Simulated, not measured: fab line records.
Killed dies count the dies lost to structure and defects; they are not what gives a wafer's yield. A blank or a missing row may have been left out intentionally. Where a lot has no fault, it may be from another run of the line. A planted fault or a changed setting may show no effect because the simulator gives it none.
fab line records	flow n5Finfet
[record] lots = 7	wafers = 21	lastDay = 18
route steps=1938 shown BEOL_M7@1283 BEOL_M15@1830
lots that met no fault: from a run of the same line without faults
startH: the number of hours between the record's first day and the start of the first shown wafer of the lot	waitH: hours since the lot's step before	" same as the row above	L1.1+2: a single row standing in for several wafers	- either no value or no given start	* or withheld: withheld	< > ~ a bound
route shown NAME@n: a module of which the file shows steps, and the number in the route of the first	usual: mean/standard deviation taken from wafers without a fault	same: alike in all rows	chamber/n: place in a boat	sites: readings site by site	_std_site: standard deviation across them	_edge_site: outer sites' mean less inner sites'	radiusMm: how far each site lies from the wafer's centre	mask NAME#n: copy n	behind: the tool/chamber that last shaped the wafer	hold: the reason the lot was held/the length of the hold in hours/how it ended	device: names the non-switching transistor (n, p or np)	end of line: the same wafers' tests at the end of the route	a step without rows: its recipe alone	killed: dies lost to structure and defects at the first sort, not the wafer's yield	map: shows each die of a wafer: x if killed, . if not, _ if none is there
set.NAME: the setting the step ran with; set.NAME@STEP: the setting that earlier step ran with	model.NAME: the simulator's own value behind a step, which no gauge read
a sample of lots followed through the steps of the route, with each step as a table and each wafer as a row
services: when a tool's chamber went out of use (startH, in hours from the record's first day, below 0 if earlier), for how many hours, and the reason
[[steps]]
[step N5_BEOL_M7_STRIP_67]
[recipe] chemistry = CF4	resist = SiARC	powerW = 300	biasPowerW = 75	pressureMtorr = 50	cf4FlowSccm = 150	rfFrequencyHz = 6e+07
[usual] biasPowerW = 75.00/0.23	drypumpMotorCurrentA = 5.7/0.32	oesProductAu = 0.79/0.095	rfVppV = 271.2/1.4	showerheadPlenumPTorr = 1.80/0.05	throttleValvePct = 13.51/0.22
lot.wafer	tool	chamber	startH	waitH	biasPowerW	drypumpMotorCurrentA	oesProductAu	rfHoursCounterH	rfVppV	showerheadPlenumPTorr	throttleValvePct
L801.3	rieDiel-05	2	238.22	0.0	74.90	5.9	0.71	229	271.5	1.77	13.72
L801.4	"	0	"	"	74.94	5.4	0.88	40	273.9	1.90	13.46
L801.5	"	2	"	"	75.20	5.9	0.72	-	272.0	1.77	13.72
L802.2	rieDiel-04	1	245.20	0.0	74.54	6.3	0.68	246	270.9	1.84	13.95
L802.5	"	1	"	"	74.59	6.3	0.69	-	273.7	1.84	13.93
L802.6	"	0	"	"	74.99	5.6	0.97	-	271.9	1.84	13.25
L807.1	rieDiel-04	2	263.72	0.0	74.51	6.2	0.84	54	270.1	1.74	13.01
L807.2	"	0	"	"	75.05	5.6	0.95	11	271.5	1.83	13.25
L807.6	"	0	"	"	75.32	5.6	0.94	-	273.6	1.83	13.22
L813.1	rieDiel-04	0	311.30	0.0	75.36	5.6	0.90	32	271.6	1.83	13.30
L813.2	"	3	"	"	75.21	5.9	0.87	37	271.3	1.84	13.43
L813.3	"	2	"	"	75.01	6.2	0.81	72	270.5	1.74	13.09
L814.1	rieDiel-01	3	311.82	0.0	74.98	5.6	0.71	185	270.8	1.72	13.56
L814.2	"	1	"	"	75.28	5.5	0.71	215	269.4	1.78	13.72
L814.3	"	2	"	"	74.74	5.4	0.95	7	269.9	1.75	13.47
L816.1	rieDiel-01	2	329.65	0.0	75.17	5.4	0.92	13	269.2	1.75	13.49
L816.5	"	1	"	"	75.35	5.6	0.71	-	270.1	1.78	13.76
L816.6	"	0	"	"	75.27	5.3	0.78	-	271.2	1.80	13.57
L818.1	rieDiel-05	0	340.27	0.0	75.15	5.4	0.83	67	273.8	1.89	13.50
L818.2	"	3	"	"	75.19	5.6	0.66	257	270.2	1.76	13.80
L818.4	"	0	"	"	74.98	5.4	0.84	-	272.8	1.89	13.49
[step N5_BEOL_M7_STRIP_19]
[recipe] chemistry = O2	powerW = 400	tempC = 40	pressureMtorr = 30	rfFrequencyHz = 6e+07	biasPowerW = 0	overashFraction = 0.2	o2FlowSccm = 225
[usual] drypumpMotorCurrentA = 5.57/0.27	oesProductAu = 0.77/0.091	rfVppV = 3.7/0.61	showerheadPlenumPTorr = 2.10/0.06	throttleValvePct = 16.65/0.19
[same] biasPowerW = 0
lot.wafer	tool	chamber	startH	waitH	drypumpMotorCurrentA	oesProductAu	rfHoursCounterH	rfVppV	showerheadPlenumPTorr	throttleValvePct
L801.3	rieDiel-05	3	238.37	0.1	5.60	0.66	228	1.9	2.08	16.87
L801.4	"	0	"	"	5.37	0.87	40	3.8	2.23	16.60
L801.5	"	0	"	"	5.39	0.87	-	3.6	2.23	16.61
L802.2	rieDiel-05	3	245.35	0.1	5.61	0.67	231	2.5	2.08	16.88
L802.5	"	0	"	"	5.39	0.87	-	3.5	2.23	16.60
L802.6	"	1	"	"	5.21	0.74	-	4.7	2.10	16.53
L807.1	rieDiel-04	3	263.87	0.1	5.92	0.91	20	3.6	2.13	16.40
L807.2	"	2	"	"	6.19	0.84	54	3.6	2.06	16.24
L807.6	"	0	"	"	5.63	0.95	-	3.5	2.15	16.38
L813.1	rieDiel-05	0	311.51	0.1	5.39	0.85	56	3.1	2.23	16.63
L813.2	"	2	"	"	5.86	0.70	248	2.8	2.07	16.81
L813.3	"	1	"	"	5.25	0.71	181	3.6	2.10	16.55
L814.1	rieDiel-04	0	312.06	0.2	5.65	0.90	32	5.0	2.14	16.40
L814.2	"	1	"	"	6.25	0.97	9	2.9	2.14	16.49
L814.3	"	2	"	"	6.22	0.82	73	3.1	2.05	16.27
L816.1	rieDiel-01	3	329.81	0.1	5.67	0.69	190	4.4	2.00	16.61
L816.5	"	2	"	"	5.41	0.94	-	4.0	2.06	16.71
L816.6	"	1	"	"	5.56	0.70	-	4.5	2.08	16.76
L818.1	rieDiel-05	1	340.43	0.1	5.22	0.72	192	3.7	2.09	16.56
L818.2	"	0	"	"	5.37	0.84	68	2.7	2.22	16.65
L818.4	"	3	"	"	5.58	0.65	-	3.2	2.07	16.90
[step N5_BEOL_M7_TRENCH_ETCH_37]
[recipe] chemistry = C4F6/O2	targetDepthA = 934.78	target = SiCOH_lowk	timeS = 31.2	ionEnergyEv = 250	pressureMtorr = 30	sourceW = 345	biasW = 185	Ar_flow_sccm = 300	C4F6_flow_sccm = 10	O2_flow_sccm = 10
[usual] drypumpMotorCurrentA = 5.8/0.34	oesProductAu = 0.80/0.1	rfVppV = 664/14	runLengthS = 54.7/0.54	showerheadPlenumPTorr = 2.85/0.079	throttleValvePct = 20.82/0.25
lot.wafer	tool	chamber	startH	waitH	drypumpMotorCurrentA	oesProductAu	rfHoursCounterH	rfVppV	runLengthS	showerheadPlenumPTorr	throttleValvePct
L801.3	rieDiel-01	0	239.88	-	5.3	0.81	78	643	55.0	2.88	20.94
L801.4	"	3	"	"	5.7	0.72	-	675	54.7	2.70	20.63
L801.5	"	1	"	"	5.5	0.73	-	675	54.0	2.82	20.79
L802.2	rieDiel-04	0	248.89	-	5.7	0.97	5	644	54.9	2.93	20.77
L802.5	"	1	"	"	6.3	0.69	-	687	55.2	2.91	21.13
L802.6	"	2	"	"	6.2	0.86	-	669	54.3	2.76	20.28
L807.1	rieDiel-04	0	265.66	-	5.7	0.95	12	644	55.6	2.93	20.76
L807.2	"	2	"	"	6.2	0.84	54	669	54.5	2.76	20.30
L807.6	"	2	"	"	6.2	0.85	-	671	54.1	2.76	20.29
L814.1	rieDiel-01	2	313.10	-	5.4	0.95	7	677	54.2	2.81	21.10
L814.2	"	3	"	"	5.7	0.69	185	674	54.8	2.69	20.68
L814.3	"	0	"	"	5.3	0.78	108	644	54.8	2.87	20.98
L813.1	rieDiel-04	1	313.29	-	6.3	0.98	9	687	55.2	2.90	20.76
L813.2	"	0	"	"	5.7	0.90	32	642	63.7	2.92	20.80
L813.3	"	3	"	"	5.9	0.87	37	669	54.7	2.91	20.87
L816.1	rieDiel-01	0	331.23	-	5.3	0.76	114	645	54.7	2.87	20.99
L816.5	"	0	"	"	5.3	0.77	-	643	54.8	2.87	20.99
L816.6	"	3	"	"	5.7	0.69	-	674	54.9	2.69	20.69
L818.1	rieDiel-01	1	341.45	-	5.5	0.69	225	676	53.8	2.80	20.85
L818.2	"	0	"	"	5.3	0.76	118	643	54.9	2.86	20.99
L818.4	"	2	"	"	5.4	0.91	18	678	54.1	2.81	21.11
[step N5_BEOL_M7_STRIP_80]
[recipe] chemistry = N2/H2	timeS = 10	powerW = 450	tempC = 40	pressureMtorr = 20	rfFrequencyHz = 6e+07	biasPowerW = 7	n2FlowSccm = 200	h2FlowSccm = 200
[usual] biasPowerW = 7.001/0.023	drypumpMotorCurrentA = 5.8/0.34	oesProductAu = 0.80/0.1	rfVppV = 59.1/0.85	showerheadPlenumPTorr = 2.54/0.065	throttleValvePct = 23.49/0.15
lot.wafer	tool	chamber	startH	waitH	biasPowerW	drypumpMotorCurrentA	oesProductAu	rfHoursCounterH	rfVppV	showerheadPlenumPTorr	throttleValvePct
L801.3	rieDiel-01	0	-	-	7.005	5.3	0.81	78	59.0	2.55	23.46
L801.4	"	3	"	"	7.049	5.7	0.73	-	59.0	2.43	23.56
L801.5	"	1	"	"	6.986	5.5	0.72	-	58.0	2.52	23.48
L802.2	rieDiel-04	0	-	-	6.991	5.6	0.96	5	59.1	2.61	23.50
L802.5	"	1	"	"	6.996	6.3	0.67	-	59.2	2.59	23.67
L802.6	"	2	"	"	6.956	6.2	0.85	-	58.4	2.48	23.17
L807.1	rieDiel-04	0	-	-	7.037	5.6	0.95	12	60.7	2.61	23.51
L807.2	"	2	"	"	7.007	6.2	0.84	54	57.2	2.48	23.16
L807.6	"	2	"	"	7.006	6.2	0.84	-	59.0	2.48	23.16
L814.1	rieDiel-01	2	-	-	6.965	5.3	0.94	7	58.9	2.49	23.71
L814.2	"	3	"	"	7.015	5.7	0.70	185	58.2	2.42	23.61
L814.3	"	0	"	"	6.992	5.3	0.78	108	60.0	2.54	23.49
L813.1	rieDiel-04	1	-	-	6.995	6.3	0.97	10	60.0	2.59	23.33
L813.2	"	0	"	"	7.019	5.7	0.89	32	59.1	2.60	23.52
L813.3	"	3	"	"	6.992	5.9	0.87	37	60.0	2.59	23.64
L816.1	rieDiel-01	0	-	-	7.030	5.3	0.77	114	59.2	2.54	23.50
L816.5	"	0	"	"	6.991	5.3	0.76	-	59.9	2.54	23.49
L816.6	"	3	"	"	7.002	5.7	0.69	-	59.0	2.42	23.63
L818.1	rieDiel-01	1	-	-	6.998	5.5	0.70	225	58.4	2.51	23.50
L818.2	"	0	"	"	7.026	5.3	0.77	118	59.4	2.53	23.50
L818.4	"	2	"	"	7.017	5.4	0.92	18	60.1	2.49	23.73
[step N5_BEOL_M7_OCD_MEAS_38]
[usual] trenchDepthNm = 93.3/2
lot.wafer	tool	chamber	startH	waitH	trenchDepthNm
L801.3	ocd-02	-	240.04	-	94.0
L801.4	"	-	"	"	91.8
L801.5	"	-	"	"	93.8
L802.2	ocd-02	-	249.05	-	94.9
L802.5	"	-	"	"	93.7
L802.6	"	-	"	"	97.5
L807.1	ocd-02	-	265.81	-	93.9
L807.2	"	-	"	"	95.9
L807.6	"	-	"	"	96.4
L814.1	ocd-01	-	313.25	-	93.4
L814.2	"	-	"	"	91.3
L814.3	"	-	"	"	93.9
L813.1	ocd-01	-	313.44	-	98.5
L813.2	"	-	"	"	120.4
L813.3	"	-	"	"	93.2
L816.1	ocd-02	-	331.39	-	93.3
L816.5	"	-	"	"	93.7
L816.6	"	-	"	"	90.5
L818.1	ocd-02	-	341.61	-	91.7
L818.2	"	-	"	"	93.2
L818.4	"	-	"	"	93.7
[step N5_BEOL_M7_THK_MEAS_53]
[recipe] thkMeasGauge = xrf	reads = Cu_of_BEOL_M7_ECD_50
[usual] M7_THK = 81.5/2.2
lot.wafer	tool	chamber	startH	waitH	M7_THK[nm]
L801.3	filmMetro-02	-	243.63	-	81.7
L801.4	"	-	"	"	78.6
L801.5	"	-	"	"	82.2
L802.2	filmMetro-02	-	253.14	-	81.2
L802.5	"	-	"	"	81.8
L802.6	"	-	"	"	85.3
L807.1	filmMetro-02	-	267.94	-	80.1
L807.2	"	-	"	"	84.2
L807.6	"	-	"	"	85.1
L814.1	filmMetro-02	-	315.72	-	81.6
L814.2	"	-	"	"	79.9
L814.3	"	-	"	"	78.4
L813.1	filmMetro-01	-	316.24	-	85.9
L813.2	"	-	"	"	107.1
L813.3	"	-	"	"	80.2
L816.1	filmMetro-01	-	333.67	-	80.7
L816.5	"	-	"	"	81.3
L816.6	"	-	"	"	80.4
L818.1	filmMetro-01	-	345.97	-	80.3
L818.2	"	-	"	"	82.2
L818.4	"	-	"	"	81.0
[step N5_BEOL_M7_RS_MEAS_57]
[recipe] thkMeasGauge = four-point-probe	reads = Cu_of_BEOL_M7_ECD_50+Co_of_BEOL_M7_CVD_78+TaN_of_BEOL_M7_ALD_77
[usual] M7_RS = 0.286/0.0092
lot.wafer	tool	chamber	startH	waitH	M7_RS[ohm/sq]
L801.3	filmMetro-02	-	243.76	0.1	0.284
L801.4	"	-	"	"	0.300
L801.5	"	-	"	"	0.286
L802.2	filmMetro-02	-	253.53	0.3	0.285
L802.5	"	-	"	"	0.284
L802.6	"	-	"	"	0.270
L807.1	filmMetro-02	-	268.07	0.1	0.290
L807.2	"	-	"	"	0.277
L807.6	"	-	"	"	0.272
L814.1	filmMetro-02	-	315.85	0.1	0.285
L814.2	"	-	"	"	0.294
L814.3	"	-	"	"	0.300
L813.1	filmMetro-01	-	316.37	0.1	0.268
L813.2	"	-	"	"	0.207
L813.3	"	-	"	"	0.288
L816.1	filmMetro-02	-	333.80	0.1	0.290
L816.5	"	-	"	"	0.285
L816.6	"	-	"	"	0.288
L818.1	filmMetro-02	-	346.10	0.1	0.289
L818.2	"	-	"	"	0.279
L818.4	"	-	"	"	0.284
[step N5_BEOL_M15_RC_MEAS_101]
[usual] COMB_M10 = 1.4e-11/3.1e-12	COMB_M11 = 1.44e-11/2.8e-12	COMB_M12 = 6.2e-12/1.2e-12	COMB_M13 = 4.9e-12/9.7e-13	COMB_M14 = 3.6e-12/7.4e-13	COMB_M15 = 2.5e-12/5.2e-13	COMB_M5 = 3.5e-11/6.6e-12	COMB_M6 = 2.6e-11/5.6e-12	COMB_M8 = 2.6e-11/4.8e-12	COMB_M9 = 1.49e-11/2.8e-12	SERP_M10 = 3.12/0.093	SERP_M11 = 3.07/0.1	SERP_M12 = 0.646/0.018	SERP_M13 = 0.309/0.0082	SERP_M14 = 0.165/0.0049	SERP_M5 = 38.7/1.8	SERP_M6 = 13.9/0.61	SERP_M7 = 13.7/0.62	SERP_M7_max_site = 14.2/0.65	SERP_M8 = 13.9/0.52	SERP_M9 = 3.13/0.086
lot.wafer	tool	chamber	startH	waitH	COMB_M10[S/m]	COMB_M11[S/m]	COMB_M12[S/m]	COMB_M13[S/m]	COMB_M14[S/m]	COMB_M15[S/m]	COMB_M5[S/m]	COMB_M6[S/m]	COMB_M8[S/m]	COMB_M9[S/m]	SERP_M10[ohm/um]	SERP_M11[ohm/um]	SERP_M12[ohm/um]	SERP_M13[ohm/um]	SERP_M14[ohm/um]	SERP_M5[ohm/um]	SERP_M6[ohm/um]	SERP_M7[ohm/um]	SERP_M7_max_site[ohm/um]	SERP_M8[ohm/um]	SERP_M9[ohm/um]
L801.3	prober-01	0	301.72	0.3	1.8e-11	1.39e-11	6.5e-12	5e-12	2.5e-12	2e-12	3.2e-11	3.1e-11	3.2e-11	1.72e-11	3.17	3.17	0.624	0.299	0.168	41.4	14.7	13.7	14.1	13.9	3.07
L801.4	"	0	"	"	1.3e-11	1.16e-11	7.4e-12	4.4e-12	3.4e-12	2.1e-12	2.9e-11	4e-11	3.5e-11	1.82e-11	3.20	3.24	0.620	0.299	0.160	39.1	14.8	14.4	15.1	13.7	3.06
L801.5	"	0	"	"	1.3e-11	1.44e-11	7.8e-12	6e-12	3.1e-12	2.6e-12	3.3e-11	2.1e-11	2.8e-11	1.35e-11	3.03	3.05	0.632	0.301	0.163	39.8	15.9	13.8	14.7	14.4	3.20
L802.2	prober-02	0	315.00	0.2	1.4e-11	1.2e-11	7.8e-12	4.2e-12	4e-12	2.9e-12	5.1e-11	2.3e-11	2.2e-11	1.31e-11	3.11	3.05	0.649	0.305	0.159	40.5	14.0	13.5	14.2	13.7	3.23
L802.5	"	0	"	"	1.1e-11	1.57e-11	7.5e-12	5e-12	4.2e-12	2.3e-12	3.8e-11	2.1e-11	2.6e-11	1.39e-11	3.08	3.07	0.609	0.297	0.158	40.1	14.1	13.7	14.1	13.3	3.09
L802.6	"	0	"	"	1.1e-11	1.75e-11	9e-12	5e-12	3.8e-12	2e-12	3.7e-11	2.8e-11	2.6e-11	1.51e-11	3.28	3.06	0.633	0.310	0.157	39.4	13.6	12.7	14.1	13.9	3.04
L807.1	prober-01	0	327.57	0.0	1.6e-11	1.68e-11	8.4e-12	4.5e-12	3.8e-12	2.2e-12	3.6e-11	2.1e-11	2.6e-11	1.3e-11	3.00	2.90	0.679	0.321	0.159	38.1	14.2	13.5	13.8	14.4	2.97
L807.2	"	0	"	"	1e-11	1.78e-11	4.7e-12	4.6e-12	5e-12	2.2e-12	4.9e-11	2.6e-11	2.9e-11	1.94e-11	3.15	3.23	0.635	0.315	0.168	38.3	14.2	13.2	13.9	14.9	3.10
L807.6	"	0	"	"	1.8e-11	1.73e-11	5.8e-12	4.6e-12	4.7e-12	1.8e-12	3.8e-11	3.4e-11	2.8e-11	1.49e-11	3.01	2.96	0.668	0.320	0.170	39.0	15.1	12.9	13.6	14.3	3.05
L813.1	prober-01	0	373.28	0.4	2.2e-11	1.27e-11	6.5e-12	3.6e-12	4.1e-12	2.7e-12	3.6e-11	3.2e-11	1.8e-11	1.14e-11	2.99	2.89	0.658	0.311	0.165	41.2	13.2	13.0	13.3	13.7	3.13
L813.2	"	0	"	"	1.7e-11	1.25e-11	5.3e-12	5.3e-12	3.5e-12	3.2e-12	2.6e-11	1.7e-11	2.8e-11	1.22e-11	3.04	2.91	0.636	0.308	0.162	41.7	12.9	9.4	9.7	13.4	3.18
L813.3	"	0	"	"	2.1e-11	1.2e-11	5.5e-12	4e-12	3.9e-12	3.5e-12	2.8e-11	1.9e-11	2.8e-11	1.32e-11	3.04	3.01	0.632	0.322	0.167	43.9	13.8	13.0	13.6	13.3	3.28
L814.1	prober-01	0	374.21	0.9	1.4e-11	1.91e-11	8.1e-12	4.8e-12	3.2e-12	2.5e-12	4.1e-11	2.1e-11	3.4e-11	1.8e-11	3.26	2.93	0.673	0.305	0.165	36.4	13.9	14.5	15.1	13.4	2.99
L814.2	"	0	"	"	1.2e-11	1.52e-11	5.3e-12	3.5e-12	3.8e-12	2.7e-12	3e-11	2.4e-11	3e-11	1.43e-11	3.14	2.91	0.655	0.295	0.167	38.1	14.1	14.4	14.6	14.6	2.93
L814.3	"	0	"	"	1.1e-11	1.24e-11	5.2e-12	4.2e-12	4.8e-12	3.2e-12	4.2e-11	2.1e-11	2.2e-11	1.4e-11	3.08	2.97	0.659	0.298	0.161	39.5	14.1	15.2	16.2	14.5	3.13
L816.1	prober-02	0	391.31	0.0	9e-12	1.85e-11	6.3e-12	5.2e-12	3.6e-12	1.7e-12	2.7e-11	3.2e-11	2.8e-11	2.11e-11	3.04	3.10	0.659	0.301	0.159	36.9	13.9	14.1	14.3	12.9	3.12
L816.5	"	0	"	"	1.7e-11	1.36e-11	6.1e-12	5e-12	3.2e-12	2.1e-12	4.5e-11	2.6e-11	1.7e-11	1.4e-11	3.13	3.01	0.653	0.302	0.161	35.5	14.8	13.9	14.5	13.8	3.04
L816.6	"	0	"	"	1.3e-11	1.28e-11	6.9e-12	5.1e-12	4.3e-12	1.9e-12	3.8e-11	2.7e-11	2.8e-11	1.24e-11	2.97	3.03	0.649	0.297	0.159	37.4	13.1	13.8	14.3	13.2	3.17
L818.1	prober-01	0	410.88	0.0	1.9e-11	1.41e-11	5.9e-12	2.8e-12	3.6e-12	1.8e-12	3.6e-11	2.6e-11	2.5e-11	1.17e-11	3.10	3.07	0.640	0.300	0.167	37.4	14.0	13.7	14.3	13.7	3.17
L818.2	"	0	"	"	1.6e-11	1.34e-11	6.4e-12	4.6e-12	3.4e-12	2e-12	3.2e-11	2.3e-11	2.7e-11	1.34e-11	3.27	3.17	0.664	0.309	0.157	39.8	14.4	13.0	13.3	12.8	3.07
L818.4	"	0	"	"	1.6e-11	1.25e-11	7.6e-12	4.9e-12	4.1e-12	2e-12	2.4e-11	2.6e-11	2.5e-11	1.57e-11	3.31	3.11	0.622	0.302	0.170	37.3	13.6	12.9	13.5	13.5	3.12
// sites SERP_M7 radiusMm=0,75,75,75,75,140,140,140,140
L801.3 13.6 14.1 13.8 13.7 13.7 13.4 13.8 13.3 14.1
L802.2 13.5 13.5 14.0 13.3 14.2 13.6 13.5 13.4 13.7
L807.1 13.6 13.5 13.6 13.8 13.6 13.1 12.7 12.7 12.7
L813.1 13.3 13.2 12.9 12.9 13.0 13.3 12.8 13.2 12.5
L814.1 14.9 15.1 14.5 14.8 14.8 14.0 14.0 14.0 13.6
L816.1 14.3 14.1 13.7 13.9 14.1 14.1 13.5 14.3 13.7
L818.1 13.7 13.8 13.8 14.3 14.0 13.2 13.3 13.1 13.0
[[services]]
tool	chamber	startH	hours	kind
rieDiel-01	3	226.04	5.8	repair
rieDiel-01	2	236.17	32.3	repair
rieDiel-01	-	236.82	0.8	repair
rieDiel-04	1	253.83	13.9	repair
rieDiel-01	2	268.72	-	clean
rieDiel-01	2	268.72	-	consumableReplace:focusRing
rieDiel-01	2	268.72	27.5	scheduledDown
rieDiel-01	2	268.72	27.5	ventCycle
rieDiel-04	1	274.71	-	clean
rieDiel-04	1	274.71	-	consumableReplace:focusRing
rieDiel-04	1	274.71	15.4	scheduledDown
rieDiel-04	1	274.71	15.4	ventCycle
rieDiel-01	1	279.30	8.4	repair
rieDiel-01	3	286.15	4.1	repair
rieDiel-04	3	287.19	4.6	repair
rieDiel-05	-	295.90	14.6	pm
rieDiel-05	2	318.19	-	clean
rieDiel-05	2	318.19	-	consumableReplace:focusRing
rieDiel-05	2	318.19	28.1	scheduledDown
rieDiel-05	2	318.19	28.1	ventCycle
[[key]]
[firstSign] step = N5_BEOL_M7_TRENCH_ETCH_37	reading = runLengthS	direction = up	sigmas = 17	usual = *	struck = *
[effect] step = N5_BEOL_M7_OCD_MEAS_38	reading = trenchDepthNm	direction = up	sigmas = 14	usual = 93.3	struck = 120.4
[effect] step = N5_BEOL_M7_THK_MEAS_53	reading = M7_THK	direction = up	sigmas = 12	usual = 81.5	struck = 107.1
[effect] step = N5_BEOL_M7_RS_MEAS_57	reading = M7_RS	direction = down	sigmas = 8.6	usual = 0.286	struck = 0.207
[effect] step = N5_BEOL_M15_RC_MEAS_101	reading = SERP_M7	direction = down	sigmas = 6.9	usual = 13.7	struck = 9.4
metAt N5_BEOL_M7_TRENCH_ETCH_37
struckLots L813
struckWafers L813.2
notActingAt N5_BEOL_M7_STRIP_67,N5_BEOL_M7_STRIP_19,N5_BEOL_M7_STRIP_80
onsetBetween 265.66 313.29
[fault] kind = processParameterDrift	tool = rieDiel-04	chamber = -	onsetH = 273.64	steps = N5_BEOL_M7_TRENCH_ETCH_37	channel = timeS	offset = *	shape = step	endH = 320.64	scope = struckWafersOnly	actsIn = *	stated = *
